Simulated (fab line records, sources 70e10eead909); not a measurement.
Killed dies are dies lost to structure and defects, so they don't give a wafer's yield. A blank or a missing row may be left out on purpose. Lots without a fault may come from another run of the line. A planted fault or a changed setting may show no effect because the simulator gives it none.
Which tool did it? | flow nand_harc | 12 lots, 36 wafers sampled, at 6 steps of a route of 1302

WHAT THE GAUGES READ, wafer by wafer
NHARC_A_DECK1_JOINT_THK_MEAS_17: measures by ellipsometry. Usual: thk_nm 45.1 nm, standard deviation 1.1.
lot  | measured     | on            | thk_nm (nm)    | flag
L983 | day 12 10:40 | film_metro-01 | 43.7 43.1 45.6 |
L986 | day 14 03:22 | film_metro-01 | 45.3 46.3 46.2 |
L987 | day 14 12:05 | film_metro-01 | 44.2 43.3 46.5 |
L988 | day 15 04:10 | film_metro-02 | 45.0 46.9 46.3 |
L989 | day 16 00:38 | film_metro-01 | 44.7 44.8 45.2 |
L991 | day 16 13:03 | film_metro-01 | 45.8 44.9 45.0 |
L992 | day 16 13:04 | film_metro-01 | 43.3 43.6 46.0 |
L993 | day 17 06:06 | film_metro-02 | 46.0 44.5 45.6 |
L999 | day 19 18:10 | film_metro-01 | 46.0 45.4 45.7 |
L100 | day 20 00:50 | film_metro-02 | 47.0 45.5 44.6 |
L105 | day 22 08:52 | film_metro-01 | 45.9 44.8 44.1 |
L104 | day 22 08:47 | film_metro-02 | 45.5 44.3 45.5 |

NHARC_A_DECK1_JOINT_INSPECT_05. Usual: raw_defect_count 309, standard deviation 130.
lot  | measured     | on                | raw_defect_count | flag
L983 | day 12 10:41 | defect_inspect-01 | 275 307 314      |
L986 | day 14 03:23 | defect_inspect-02 | 345 289 266      |
L987 | day 14 12:07 | defect_inspect-02 | 227 197 359      |
L988 | day 15 04:12 | defect_inspect-01 | 150 475 226      |
L989 | day 16 00:40 | defect_inspect-01 | 143 190 176      |
L991 | day 16 13:05 | defect_inspect-02 | 251 265 155      |
L992 | day 16 13:06 | defect_inspect-01 | 337 240 228      |
L993 | day 17 06:08 | defect_inspect-02 | 278 310 215      |
L999 | day 19 18:13 | defect_inspect-01 | 297 262 328      |
L100 | day 20 00:52 | defect_inspect-01 | 717 504 734      |
L105 | day 22 08:53 | defect_inspect-02 | 266 172 339      |
L104 | day 22 08:49 | defect_inspect-01 | 128 137 149      |

NHARC_A_ONON_D2_THK_MEAS_05: measures by ellipsometry. Usual: thk_nm 1002 nm, standard deviation 11.
lot  | measured     | on            | thk_nm (nm)             | flag
L983 | day 12 11:50 | film_metro-02 | 1005 1006 1006          |
L986 | day 14 04:32 | film_metro-01 | 997 994 996             |
L987 | day 14 13:15 | film_metro-02 | 1016 1015 1015          |
L988 | day 15 05:21 | film_metro-01 | 990 990 989             |
L989 | day 16 01:49 | film_metro-02 | 992 992 990             |
L991 | day 16 14:35 | film_metro-01 | 1003 1002 1004          |
L992 | day 16 14:44 | film_metro-01 | 1007 1007 1007          |
L993 | day 17 07:17 | film_metro-01 | 1003 1004 1003          |
L999 | day 19 19:21 | film_metro-01 | 594 593 593 593 594 592 | OFF
L100 | day 20 02:01 | film_metro-01 | 585 583 583 583 584 585 | OFF
L105 | day 22 10:02 | film_metro-01 | 998 1000 1002           |
L104 | day 22 09:58 | film_metro-02 | 1005 1005 1003          |

NHARC_END_SORT_01. Usual: killed_at_array 53, standard deviation 21; killed_at_other 1.0, standard deviation 1.3; killed_at_periphery 3.8, standard deviation 2.4; killed_dies 58, standard deviation 21; killed_open 3.4, standard deviation 1.9; killed_short 2.4, standard deviation 1.5.
lot  | measured     | on        | killed_at_array | killed_at_other | killed_at_periphery | killed_dies | killed_open | killed_short | flag
L987 | day 26 02:28 | prober-01 | 34 54 58        | 0 1 1           | 3 4 2               | 37 59 61    | 3 6 3       | 0 2 3        |
L988 | day 27 04:20 | prober-02 | 54 76 57        | 0 0 0           | 4 2 3               | 58 78 60    | 3 6 6       | 0 3 2        |
L989 | day 28 16:22 | prober-02 | 16 27 23        | 0 0 0           | 5 5 4               | 21 32 27    | 6 2 2       | 3 1 5        |
L991 | day 28 23:31 | prober-01 | 51 49 51        | 4 1 2           | 3 5 3               | 58 55 56    | 4 5 5       | 1 2 7        |
L992 | day 29 05:02 | prober-02 | 47 56 74        | 1 1 2           | 2 0 3               | 50 57 79    | 2 3 1       | 3 4 3        |
L993 | day 29 19:32 | prober-01 | 24 24 21        | 1 0 0           | 4 4 5               | 29 28 26    | 8 7 5       | 3 3 1        |
L999 | day 31 23:31 | prober-01 | 671 673 671     | 3 1 3           | 3 3 3               | 677 677 677 | 2 2 2       | 3 3 3        | OFF
L100 | day 32 07:25 | prober-01 | 668 677 676     | 5 0 0           | 4 0 1               | 677 677 677 | 2 1 1       | 6 2 0        | OFF

WHICH TOOL RAN EACH LOT (tool, then ch and the chambers of the sampled wafers, then the start)
lot  | NHARC_A_DECK1_JOINT_ETCHBACK_07  | NHARC_A_ONON_D2_DEP_03
L983 | rie_si-04 ch 0,2,3, day 11 02:29 | pecvd_onon-04 ch 0, day 12 11:19
L986 | rie_si-04 ch 0,1,3, day 12 16:28 | pecvd_onon-03 ch 0, day 14 04:05
L987 | rie_si-02 ch 0,2, day 13 00:14   | pecvd_onon-03 ch 0, day 14 12:44
L988 | rie_si-03 ch 0,1,3, day 13 11:30 | pecvd_onon-04 ch 0, day 15 04:58
L989 | rie_si-02 ch 1,2, day 14 10:17   | pecvd_onon-02 ch 0, day 16 01:22
L991 | rie_si-02 ch 1,3, day 14 20:56   | pecvd_onon-04 ch 0, day 16 14:05
L992 | rie_si-03 ch 0,3, day 14 20:56   | pecvd_onon-03 ch 0, day 16 14:14
L993 | rie_si-02 ch 1,2, day 15 14:40   | pecvd_onon-02 ch 0, day 17 06:46
L999 | rie_si-04 ch 0,1, day 18 08:31   | pecvd_onon-04 ch 0, day 19 18:54
L100 | rie_si-04 ch 0,3, day 18 13:36   | pecvd_onon-04 ch 0, day 20 01:31
L105 | rie_si-02 ch 1,3, day 20 20:11   | pecvd_onon-02 ch 0, day 22 09:31
L104 | rie_si-03 ch 0,3, day 20 20:11   | pecvd_onon-03 ch 0, day 22 09:30
- NHARC_A_DECK1_JOINT_ETCHBACK_07: etches the open film in HBr, target depth 105 nm, time 26.9 s.
- NHARC_A_ONON_D2_DEP_03: target thk 1000 nm.

WHAT THE TOOLS THEMSELVES READ (means of the sampled wafers that have a number; where no wafer has one, the mark that the record gives instead)
NHARC_A_DECK1_JOINT_ETCHBACK_07. Usual: drypump_motor_current_A 5.6 A, standard deviation 0.45; oes_product_au 0.999 a.u., standard deviation 0.0063; throttle_valve_pct 23.267 %, standard deviation 0.009.
lot  | tool      | drypump_motor_current_A (A) | oes_product_au (a.u.) | throttle_valve_pct (%) | flag
L983 | rie_si-04 | 5.7                         | 0.998                 | 23.262                 |
L986 | rie_si-04 | 5.8                         | 0.997                 | 23.273                 |
L987 | rie_si-02 | 5.4                         | 0.997                 | 23.270                 |
L988 | rie_si-03 | 5.5                         | 1.000                 | 23.267                 |
L989 | rie_si-02 | 6.0                         | 0.995                 | 23.264                 |
L991 | rie_si-02 | 6.3                         | 0.997                 | 23.268                 |
L992 | rie_si-03 | 5.3                         | 1.004                 | 23.261                 |
L993 | rie_si-02 | 5.7                         | 0.993                 | 23.267                 |
L999 | rie_si-04 | 5.6                         | 0.999                 | 23.266                 |
L100 | rie_si-04 | 6.1                         | 1.006                 | 23.265                 |
L105 | rie_si-02 | 6.1                         | 1.002                 | 23.265                 |
L104 | rie_si-03 | 5.2                         | 1.014                 | 23.263                 |

THE ANSWER, worked out from the rows above alone
Rule: a lot is off if the mean of its wafers that have a number lies more than 3 standard deviations from the usual mean. A lot without any number at a reading at which 4 lots or more have one is off too. The other lots that the step has rows for count as sound. The gauges are gone through in route order, then the tools' own readings, and for those a lot's mean is taken as printed above. The first step at which some lot is off is used, and at that step the reading that is off furthest; a lot without a number counts as furthest.
Off: L999, L100, at NHARC_A_ONON_D2_THK_MEAS_05 (thk_nm).
A tool fits if, at a process step before that reading, it ran every lot that is off, and no sound lot after the first of them. The gauges at NHARC_A_ONON_D2_THK_MEAS_05 aren't tried: what is off there is off at NHARC_END_SORT_01 too, on other tools, and a gauge's error can't cause that. Can't be told from this: 2 tools fit, rie_si-04 at NHARC_A_DECK1_JOINT_ETCHBACK_07, pecvd_onon-04 at NHARC_A_ONON_D2_DEP_03.

WHAT THE SIMULATOR HAD PUT IN
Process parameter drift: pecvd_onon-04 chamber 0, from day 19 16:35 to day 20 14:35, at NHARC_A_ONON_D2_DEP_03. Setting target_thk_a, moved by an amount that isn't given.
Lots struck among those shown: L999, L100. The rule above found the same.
